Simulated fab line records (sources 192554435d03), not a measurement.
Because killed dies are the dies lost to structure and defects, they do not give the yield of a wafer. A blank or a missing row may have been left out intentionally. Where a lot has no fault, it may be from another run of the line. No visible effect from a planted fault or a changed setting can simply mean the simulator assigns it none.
Chamber matching ; flow n5_finfet ; rie_diel-01 running N5_STI_FIN_REVEAL_STRIP_24: 4 sister chambers
The step strips in N2/H2, time 90 s. 4 wafers are shown with their chamber, then 7 later ones without.

WAFERS WITH THEIR CHAMBER
wafer;chamber;showerhead_plenum_p_Torr (Torr)
L089.2;0;3.37
L089.6;3;3.32
L091.1;1;3.57
L091.2;2;3.20

WAFERS MISSING THEIR CHAMBER
wafer;showerhead_plenum_p_Torr (Torr)
L091.4;3.37
L093.1;3.32
L093.5;3.37
L093.6;3.57
L097.1;3.36
L097.2;3.32
L097.4;3.57

EACH ONE'S CHAMBER
wafer;from the rows above;in truth
L091.4;0;0
L093.1;3;3
L093.5;0;0
L093.6;1;1
L097.1;0;0
L097.2;3;3
L097.4;1;1
Correctly placed: 7 of 7. From these rows, 0 cannot be placed. Placed wrongly: 0.
How it was worked out, from the rows above alone: a wafer's distance from a chamber is the root of the sum, over the readings, of the square of ((its reading less the chamber's mean) divided by the reading's scatter). The wafer belongs to the nearest chamber; if the next one is less than 2 further off, it can't be placed. A chamber's mean is the mean of its shown wafers. The scatter: with one shown wafer a chamber, the root of the mean of the squares of how far each hidden wafer lies from its nearest shown one.
